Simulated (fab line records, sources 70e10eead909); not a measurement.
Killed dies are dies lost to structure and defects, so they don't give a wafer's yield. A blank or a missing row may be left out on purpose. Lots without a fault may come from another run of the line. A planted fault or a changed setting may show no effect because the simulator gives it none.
Chamber matching | flow nand_harc | NHARC_P_M1_PRE_CLEAN_32 on pecvd-04: 3 sister chambers
The step time 12 s. 22 wafers are shown with their chamber, then 11 later ones without.

WAFERS WITH THEIR CHAMBER
wafer  | chamber | heater_power_w (W)
L074.3 | 1       | 621
L074.4 | 0       | 525
L074.5 | 2       | 546
L076.3 | 2       | 645
L076.4 | 2       | 649
L076.5 | 1       | 691
L080.2 | 1       | 708
L080.3 | 0       | 548
L080.4 | 2       | 642
L082.1 | 0       | 497
L082.3 | 2       | 596
L082.5 | 0       | 510
L083.1 | 0       | 571
L083.3 | 2       | 638
L083.6 | 1       | 639
L084.1 | 0       | 573
L084.2 | 1       | 702
L084.3 | 2       | 598
L085.1 | 1       | 725
L085.2 | 2       | 604
L085.5 | 1       | 696
L086.2 | 2       | 652

SIGNATURES (means of the wafers above)
reading        | chamber 0 | chamber 1 | chamber 2 | scatter within a chamber
heater_power_w | 537.33    | 683.14    | 618.89    | 35.5
Rule: a wafer's distance from a chamber is the root of the sum, over the readings, of the square of ((its reading less the chamber's mean) divided by the reading's scatter). The wafer belongs to the nearest chamber; if the next one is less than 2 further off, it can't be placed. The scatter: the root of (the sum of the squares of (reading less its chamber's mean) over the shown wafers, divided by (wafers less chambers)).

WAFERS WITHOUT THEIR CHAMBER
wafer  | heater_power_w (W)
L086.3 | 642
L086.5 | 653
L093.2 | 682
L093.4 | 622
L093.5 | 553
L094.1 | 648
L094.3 | 545
L094.4 | 665
L097.3 | 543
L097.4 | 525
L097.6 | 638

WHICH CHAMBER EACH WENT THROUGH
wafer  | from the rows above     | in truth
L086.3 | can't be placed: 2 or 1 | 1
L086.5 | can't be placed: 1 or 2 | 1
L093.2 | can't be placed: 1 or 2 | 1
L093.4 | can't be placed: 2 or 1 | 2
L093.5 | can't be placed: 0 or 2 | 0
L094.1 | can't be placed: 2 or 1 | 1
L094.3 | can't be placed: 0 or 2 | 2
L094.4 | can't be placed: 1 or 2 | 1
L097.3 | can't be placed: 0 or 2 | 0
L097.4 | 0                       | 0
L097.6 | can't be placed: 2 or 1 | 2
Placed correctly: 1 of 11. Can't be placed from these rows: 10 (the true chamber is among the candidates in 10). Placed wrongly: 0.
